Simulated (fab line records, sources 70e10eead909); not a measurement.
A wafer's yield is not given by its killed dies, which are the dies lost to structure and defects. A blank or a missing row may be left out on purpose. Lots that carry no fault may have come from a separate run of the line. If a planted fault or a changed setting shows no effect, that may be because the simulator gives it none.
Which tool was responsible? + flow nandHarc + 45 wafers from 15 lots sampled at 4 of the route's 1302 steps

## WHAT EACH GAUGE READ, for each wafer
NHARC_P_M0_THK_MEAS_24: measures by xrf. Usual: thkNm 117.1 nm, standard deviation 1.8.
| lot  | measured     | on           | thkNm (nm)        | flag |
|------|--------------|--------------|-------------------|------|
| L878 | day 6 12:11  | filmMetro-02 | 115.9 114.4 115.6 |      |
| L877 | day 6 12:59  | filmMetro-02 | 119.7 118.2 118.6 |      |
| L879 | day 7 01:56  | filmMetro-01 | 117.2 116.2 120.1 |      |
| L880 | day 7 20:20  | filmMetro-02 | 117.3 119.0 116.6 |      |
| L881 | day 7 22:57  | filmMetro-01 | 118.7 117.9 117.7 |      |
| L882 | day 8 08:08  | filmMetro-01 | 120.2 115.0 115.4 |      |
| L883 | day 8 17:29  | filmMetro-01 | 118.0 115.5 119.1 |      |
| L884 | day 8 21:52  | filmMetro-01 | 115.6 119.2 118.0 |      |
| L887 | day 10 07:27 | filmMetro-02 | 117.2 120.2 116.6 |      |
| L888 | day 10 14:13 | filmMetro-02 | 116.1 115.1 115.1 |      |
| L889 | day 11 13:35 | filmMetro-02 | 120.5 118.3 118.0 |      |
| L895 | day 14 01:02 | filmMetro-01 | 118.0 118.2 118.3 |      |
| L896 | day 14 07:40 | filmMetro-01 | 409.0 404.9 398.2 | OFF  |
| L897 | day 14 11:34 | filmMetro-01 | 398.6 397.6 400.1 | OFF  |
| L898 | day 14 23:02 | filmMetro-02 | 398.7 395.6 398.6 | OFF  |

## WHICH TOOL RAN EACH LOT (tool, then ch and the chambers of the sampled wafers, then the start)
| lot  | NHARC_P_CONTACT_ALD_22             | NHARC_P_M0_DESCUM_14              | NHARC_P_M0_CMP_23             |
|------|------------------------------------|-----------------------------------|-------------------------------|
| L878 | aldMetal-03 ch 0,2, day 6 07:32    | rieDiel-09 ch 1,2, day 6 09:52    | cmp-02 ch 1,2, day 6 11:52    |
| L877 | aldMetal-04 ch 0,1,3, day 6 08:24  | rieDiel-09 ch 1,2,3, day 6 10:38  | cmp-02 ch 1,3, day 6 12:42    |
| L879 | aldMetal-01 ch 1,2,3, day 6 21:17  | rieDiel-02 ch 0,1,2, day 6 23:36  | cmp-02 ch 1,2,3, day 7 01:38  |
| L880 | aldMetal-01 ch 1,2,3, day 7 15:47  | rieDiel-02 ch 0,1,3, day 7 17:57  | cmp-02 ch 2,3, day 7 20:03    |
| L881 | aldMetal-04 ch 0,1,2, day 7 18:28  | rieDiel-02 ch 2,3, day 7 20:39    | cmp-01 ch 1,3, day 7 22:40    |
| L882 | aldMetal-04 ch 0,1,2, day 8 03:23  | rieDiel-02 ch 0,1,2, day 8 05:49  | cmp-04 ch 0,1,3, day 8 07:49  |
| L883 | aldMetal-01 ch 0,2, day 8 12:58    | rieDiel-02 ch 1,3, day 8 15:11    | cmp-04 ch 1,2,3, day 8 17:10  |
| L884 | aldMetal-01 ch 0,1,3, day 8 17:12  | rieDiel-05 ch 1,2,3, day 8 19:34  | cmp-04 ch 0,1,2, day 8 21:33  |
| L887 | aldMetal-04 ch 0,1, day 10 02:47   | rieDiel-05 ch 0,1, day 10 05:08   | cmp-02 ch 1,2,3, day 10 07:13 |
| L888 | aldMetal-03 ch 1,2,3, day 10 09:43 | rieDiel-05 ch 0,1,2, day 10 11:55 | cmp-04 ch 2,3, day 10 13:53   |
| L889 | aldMetal-03 ch 0,2, day 11 08:43   | rieDiel-09 ch 0,2,3, day 11 11:05 | cmp-04 ch 0,1, day 11 13:18   |
| L895 | aldMetal-03 ch 1,2,3, day 13 20:20 | rieDiel-09 ch 1,2,3, day 13 22:41 | cmp-01 ch 0,2,3, day 14 00:45 |
| L896 | aldMetal-01 ch 1,3, day 14 02:55   | rieDiel-02 ch 0,1,2, day 14 05:15 | cmp-04 ch 1,2,3, day 14 07:22 |
| L897 | aldMetal-04 ch 0,1,2, day 14 06:40 | rieDiel-02 ch 0,1,2, day 14 08:54 | cmp-02 ch 0,1,3, day 14 11:15 |
| L898 | aldMetal-01 ch 0,1,2, day 14 18:32 | rieDiel-05 ch 0,1,2, day 14 20:44 | cmp-04 ch 0,3, day 14 22:45   |
- NHARC_P_CONTACT_ALD_22: deposits TiN, target thk 3 nm, pulse time 1 s, ald cycles 150.
- NHARC_P_M0_DESCUM_14: chemistry O2, time 3 s.
- NHARC_P_M0_CMP_23: polishes, t overpolish 20 s, target thk 117.54 nm.

## AS READ BY THE TOOLS THEMSELVES (means over the sampled wafers that have a number; for cases with no such wafer, the mark the record gives instead)
NHARC_P_CONTACT_ALD_22. Usual: heaterPowerW 1076 W, standard deviation 90; precursorPulseHeightRel 0.999, standard deviation 0.018.
| lot  | tool        | heaterPowerW (W) | precursorPulseHeightRel | flag |
|------|-------------|------------------|-------------------------|------|
| L878 | aldMetal-03 | 960              | 0.990                   |      |
| L877 | aldMetal-04 | 1023             | 1.002                   |      |
| L879 | aldMetal-01 | 1105             | 0.995                   |      |
| L880 | aldMetal-01 | 1119             | 0.989                   |      |
| L881 | aldMetal-04 | 1048             | 1.006                   |      |
| L882 | aldMetal-04 | 1038             | 1.008                   |      |
| L883 | aldMetal-01 | 1090             | 1.005                   |      |
| L884 | aldMetal-01 | 1089             | 0.982                   |      |
| L887 | aldMetal-04 | 1041             | 0.999                   |      |
| L888 | aldMetal-03 | 1092             | 0.979                   |      |
| L889 | aldMetal-03 | 983              | 1.022                   |      |
| L895 | aldMetal-03 | 1106             | 0.997                   |      |
| L896 | aldMetal-01 | 1119             | 1.013                   |      |
| L897 | aldMetal-04 | 1000             | 1.005                   |      |
| L898 | aldMetal-01 | 1094             | 1.007                   |      |

NHARC_P_M0_DESCUM_14. Usual: drypumpMotorCurrentA 5.7 A, standard deviation 0.43; oesProductAu 0.997 a.u., standard deviation 0.013; rfVppV 57.7 V, standard deviation 0.92; showerheadPlenumPTorr 1.89 Torr, standard deviation 0.081; throttleValvePct 11.311 %, standard deviation 0.0095.
| lot  | tool       | drypumpMotorCurrentA (A) | oesProductAu (a.u.) | rfVppV (V) | showerheadPlenumPTorr (Torr) | throttleValvePct (%) | flag |
|------|------------|--------------------------|---------------------|------------|------------------------------|----------------------|------|
| L878 | rieDiel-09 | 6.1                      | 0.997               | 58.4       | 1.87                         | 11.306               |      |
| L877 | rieDiel-09 | 6.0                      | 0.984               | 57.1       | 1.93                         | 11.313               |      |
| L879 | rieDiel-02 | 5.4                      | 1.007               | 57.9       | 1.87                         | 11.297               |      |
| L880 | rieDiel-02 | 5.5                      | 1.004               | 56.9       | 1.83                         | 11.311               |      |
| L881 | rieDiel-02 | 5.9                      | 0.998               | 58.3       | 1.84                         | 11.309               |      |
| L882 | rieDiel-02 | 5.4                      | 0.998               | 57.2       | 1.87                         | 11.316               |      |
| L883 | rieDiel-02 | 5.6                      | 1.007               | 56.3       | 1.80                         | 11.308               |      |
| L884 | rieDiel-05 | 5.7                      | 1.012               | 57.6       | 1.87                         | 11.312               |      |
| L887 | rieDiel-05 | 5.3                      | 0.998               | 58.3       | 1.89                         | 11.312               |      |
| L888 | rieDiel-05 | 5.8                      | 1.009               | 57.2       | 1.90                         | 11.311               |      |
| L889 | rieDiel-09 | 6.0                      | 0.981               | 58.3       | 1.95                         | 11.301               |      |
| L895 | rieDiel-09 | 6.0                      | 0.990               | 58.3       | 2.01                         | 11.311               |      |
| L896 | rieDiel-02 | 5.4                      | 0.992               | 58.6       | 1.86                         | 11.316               |      |
| L897 | rieDiel-02 | 5.4                      | 0.987               | 57.9       | 1.86                         | 11.300               |      |
| L898 | rieDiel-05 | 5.8                      | 0.993               | 57.1       | 1.89                         | 11.304               |      |

NHARC_P_M0_CMP_23. Usual: edgeZonePressureFrac 1.000, standard deviation 0.0051; motorCurrentA 11.6 A, standard deviation 1; slurryFilterDpKPa 13.50 kPa, standard deviation 0.14; timeToEndpointS 28 s, standard deviation 3.4.
| lot  | tool   | edgeZonePressureFrac | motorCurrentA (A) | slurryFilterDpKPa (kPa) | timeToEndpointS (s) | flag |
|------|--------|----------------------|-------------------|-------------------------|---------------------|------|
| L878 | cmp-02 | 0.996                | 11.8              | 13.56                   | 31                  |      |
| L877 | cmp-02 | 0.995                | 11.9              | 13.38                   | 30                  |      |
| L879 | cmp-02 | 1.001                | 11.7              | 13.43                   | 27                  |      |
| L880 | cmp-02 | 0.999                | 11.1              | 13.46                   | 27                  |      |
| L881 | cmp-01 | 0.997                | 11.3              | 13.40                   | 31                  |      |
| L882 | cmp-04 | 0.997                | 11.7              | 13.65                   | 27                  |      |
| L883 | cmp-04 | 0.995                | 11.5              | 13.45                   | 28                  |      |
| L884 | cmp-04 | 1.001                | 10.9              | 13.49                   | 30                  |      |
| L887 | cmp-02 | 1.000                | 11.9              | 13.45                   | 29                  |      |
| L888 | cmp-04 | 1.002                | 11.6              | 13.45                   | 25                  |      |
| L889 | cmp-04 | 0.998                | 10.5              | 13.42                   | 31                  |      |
| L895 | cmp-01 | 0.997                | 12.1              | 13.46                   | 26                  |      |
| L896 | cmp-04 | -                    | -                 | -                       | -                   | OFF  |
| L897 | cmp-02 | -                    | -                 | -                       | -                   | OFF  |
| L898 | cmp-04 | -                    | -                 | -                       | -                   | OFF  |

## THE ANSWER, worked out from the rows above alone
Rule: a lot is off if the mean of its wafers that have a number lies more than 3 standard deviations from the usual mean. Also off: a lot with no number at a reading for which 4 or more lots have one. Any other lot the step has rows for is counted as sound. Order of review: gauges by route order, followed by the tools' own readings, for which a lot's mean as printed above is used. The first step at which some lot is off is used, and at that step the reading that is off furthest; a lot without a number counts as furthest.
Off, at NHARC_P_M0_THK_MEAS_24 on thkNm: L896, L897, L898.
If a tool, at a process step before that reading, ran all the lots that are off and no sound lot after the first of them, it fits. The gauges at NHARC_P_M0_THK_MEAS_24 aren't tried: what is off there is off at NHARC_P_M0_CMP_23 too, on other tools, and a gauge's error can't cause that. No candidate that was tried fits.

## WHAT WAS PUT IN BY THE SIMULATOR
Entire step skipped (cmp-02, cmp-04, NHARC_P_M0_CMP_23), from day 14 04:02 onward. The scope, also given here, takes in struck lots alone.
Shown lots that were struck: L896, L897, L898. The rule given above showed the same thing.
